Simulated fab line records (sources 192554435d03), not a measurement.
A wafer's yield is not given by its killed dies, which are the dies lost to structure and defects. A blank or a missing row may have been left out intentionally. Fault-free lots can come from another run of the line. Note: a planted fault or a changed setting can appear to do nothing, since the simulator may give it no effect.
Split-lot study || flow n5Finfet || on a route of 1938 steps: 7 lots, 21 wafers read

== ABOUT THE SPLIT ==
At N5_BEOL_M9_TRENCH_ETCH_37 (etches SiCOH lowk in C4F6/O2, target depth 151.43 nm, time 49 s), the setting timeS was moved away from the recipe's 49 s on 2 of the 21 wafers read, by +7.2% to +13.0%. All remaining wafers had this setting at the recipe value.

== FROM THE SPLIT TO THE READING: what the file shows between them, 11 steps ==
- N5_BEOL_M9_ETCH_41: etches SiCN in CH3F/O2, target depth 36.6 nm, time 70.1 s
- N5_BEOL_M9_STRIP_80: strips in N2/H2, time 10 s
- N5_BEOL_M9_OCD_MEAS_38
- N5_BEOL_M9_HM_STRIP_39: strips TiN in peroxide tin strip, target depth 25 nm, time 158 s
- N5_BEOL_M9_SRD_40: time 30 s
- N5_BEOL_M9_ECD_50: material Cu, target thk 318 nm
- N5_BEOL_M9_ANNEAL_51: time 90 s
- N5_BEOL_M9_CMP_52: polishes, stops on SiCOH lowk, t overpolish 7 s, target thk 140 nm
- N5_BEOL_M9_THK_MEAS_53: measures by xrf
- N5_BEOL_M9_PRE_CLEAN_55: time 15 s
- N5_BEOL_M9_DEP_56: deposits SiCN from 3MS/NH3, target thk 15 nm, time 26.5 s

== THE READING ==
M9_RS (ohm/sq), read at N5_BEOL_M9_RS_MEAS_57 with a four-point probe. Fault-free wafers of this fab line usually give 0.152 ohm/sq, standard deviation 0.0034 ohm/sq.

{"wafer": "L078.1", "tool, chamber at the split": "rieDiel-05, 0", "timeS as run, s": 55.38, "against the recipe": "+13.0%", "M9_RS, ohm/sq": 0.131, "against lot-mates on the recipe": -0.020}
{"wafer": "L078.2", "tool, chamber at the split": "rieDiel-05, 1", "timeS as run, s": 49, "against the recipe": "recipe", "M9_RS, ohm/sq": 0.154, "against lot-mates on the recipe": "-"}
{"wafer": "L078.4", "tool, chamber at the split": "rieDiel-05, 3", "timeS as run, s": 49, "against the recipe": "recipe", "M9_RS, ohm/sq": 0.148, "against lot-mates on the recipe": "-"}
{"wafer": "L079.4", "tool, chamber at the split": "rieDiel-01, 2", "timeS as run, s": 49, "against the recipe": "recipe", "M9_RS, ohm/sq": 0.154, "against lot-mates on the recipe": "-"}
{"wafer": "L079.5", "tool, chamber at the split": "rieDiel-01, 0", "timeS as run, s": 49, "against the recipe": "recipe", "M9_RS, ohm/sq": 0.153, "against lot-mates on the recipe": "-"}
{"wafer": "L079.6", "tool, chamber at the split": "rieDiel-01, 1", "timeS as run, s": 49, "against the recipe": "recipe", "M9_RS, ohm/sq": 0.154, "against lot-mates on the recipe": "-"}
{"wafer": "L080.2", "tool, chamber at the split": "rieDiel-05, 3", "timeS as run, s": 49, "against the recipe": "recipe", "M9_RS, ohm/sq": 0.146, "against lot-mates on the recipe": "-"}
{"wafer": "L080.3", "tool, chamber at the split": "rieDiel-05, 1", "timeS as run, s": 49, "against the recipe": "recipe", "M9_RS, ohm/sq": 0.150, "against lot-mates on the recipe": "-"}
{"wafer": "L080.5", "tool, chamber at the split": "rieDiel-05, 2", "timeS as run, s": 52.52, "against the recipe": "+7.2%", "M9_RS, ohm/sq": 0.138, "against lot-mates on the recipe": -0.010}
{"wafer": "L081.1", "tool, chamber at the split": "rieDiel-06, 2", "timeS as run, s": 49, "against the recipe": "recipe", "M9_RS, ohm/sq": 0.147, "against lot-mates on the recipe": "-"}
{"wafer": "L081.2", "tool, chamber at the split": "rieDiel-06, 0", "timeS as run, s": 49, "against the recipe": "recipe", "M9_RS, ohm/sq": 0.152, "against lot-mates on the recipe": "-"}
{"wafer": "L081.3", "tool, chamber at the split": "rieDiel-06, 1", "timeS as run, s": 49, "against the recipe": "recipe", "M9_RS, ohm/sq": 0.154, "against lot-mates on the recipe": "-"}
{"wafer": "L083.2", "tool, chamber at the split": "rieDiel-06, 2", "timeS as run, s": 49, "against the recipe": "recipe", "M9_RS, ohm/sq": 0.151, "against lot-mates on the recipe": "-"}
{"wafer": "L083.3", "tool, chamber at the split": "rieDiel-06, 0", "timeS as run, s": 49, "against the recipe": "recipe", "M9_RS, ohm/sq": 0.151, "against lot-mates on the recipe": "-"}
{"wafer": "L083.4", "tool, chamber at the split": "rieDiel-06, 1", "timeS as run, s": 49, "against the recipe": "recipe", "M9_RS, ohm/sq": 0.155, "against lot-mates on the recipe": "-"}
{"wafer": "L084.1", "tool, chamber at the split": "rieDiel-06, 2", "timeS as run, s": 49, "against the recipe": "recipe", "M9_RS, ohm/sq": 0.149, "against lot-mates on the recipe": "-"}
{"wafer": "L084.2", "tool, chamber at the split": "rieDiel-06, 0", "timeS as run, s": 49, "against the recipe": "recipe", "M9_RS, ohm/sq": 0.150, "against lot-mates on the recipe": "-"}
{"wafer": "L084.4", "tool, chamber at the split": "rieDiel-06, 3", "timeS as run, s": 49, "against the recipe": "recipe", "M9_RS, ohm/sq": 0.149, "against lot-mates on the recipe": "-"}
{"wafer": "L095.2", "tool, chamber at the split": "rieDiel-01, 0", "timeS as run, s": 49, "against the recipe": "recipe", "M9_RS, ohm/sq": 0.151, "against lot-mates on the recipe": "-"}
{"wafer": "L095.3", "tool, chamber at the split": "rieDiel-01, 3", "timeS as run, s": 49, "against the recipe": "recipe", "M9_RS, ohm/sq": 0.149, "against lot-mates on the recipe": "-"}
{"wafer": "L095.5", "tool, chamber at the split": "rieDiel-01, 0", "timeS as run, s": 49, "against the recipe": "recipe", "M9_RS, ohm/sq": 0.152, "against lot-mates on the recipe": "-"}

FIT RESULTS
A straight line over all 21 wafers: M9_RS changes by -0.0016 ohm/sq for each +1% of timeS; r = -0.90; the points scatter about the line by 0.0026 ohm/sq.
The same after taking each lot's own level away (the mean of its wafers on the recipe; 21 wafers): -0.0015 ohm/sq for each +1%; r = -0.93; scatter 0.0019 ohm/sq.
Per that fit: largest timeS move, reading shift of 0.02 ohm/sq.
Measured against the standard deviation above, the lots' own levels, which go from 0.1480 to 0.1537 ohm/sq, span 1.7 times it.
Consequently the slope shifts little with the lot-to-lot level, the two slopes agreeing.
Check: with one of the wafers moved furthest among these (+13.0%) left out of the fit, the line predicts -0.0181 ohm/sq for it against its lot-mates. It came out at -0.02 ohm/sq against them.

== THE WHOLE CHAIN: every reading that the file lists as answering this split, in the file's order ==
{"step": "N5_BEOL_M9_TRENCH_ETCH_37", "what it does": "etches SiCOH lowk in C4F6/O2, target depth 151.43 nm, time 49 s", "reading": "BEOL_M9.featureDepthNm (the simulator's own value, which no gauge read)", "change (the file's fit)": "+1.55 nm for each +1% of the setting", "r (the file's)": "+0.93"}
{"step": "N5_BEOL_M9_TRENCH_ETCH_37", "what it does": "etches SiCOH lowk in C4F6/O2, target depth 151.43 nm, time 49 s", "reading": "etch.depthNm (the simulator's own value, which no gauge read)", "change (the file's fit)": "+1.55 nm for each +1% of the setting", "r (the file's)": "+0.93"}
{"step": "N5_BEOL_M9_OCD_MEAS_38", "what it does": "", "reading": "trenchDepthNm", "change (the file's fit)": "+1.53 nm for each +1% of the setting", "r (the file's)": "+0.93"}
{"step": "N5_BEOL_M9_CMP_52", "what it does": "polishes, stops on SiCOH lowk, t overpolish 7 s, target thk 140 nm", "reading": "Cu_of_BEOL_M9_ECD_50.thkNm (the simulator's own value, which no gauge read)", "change (the file's fit)": "+1.48 nm for each +1% of the setting", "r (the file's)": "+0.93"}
{"step": "N5_BEOL_M9_THK_MEAS_53", "what it does": "measures by xrf", "reading": "M9_THK", "change (the file's fit)": "+1.47 for each +1% of the setting", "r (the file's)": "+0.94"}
{"step": "N5_BEOL_M9_RS_MEAS_57", "what it does": "measures by four-point-probe", "reading": "M9_RS", "change (the file's fit)": "-0.00152 for each +1% of the setting", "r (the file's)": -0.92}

== FILE'S OWN FIT ==
M9_RS changes by -0.00152 ohm/sq for each +1% of timeS, r = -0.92.
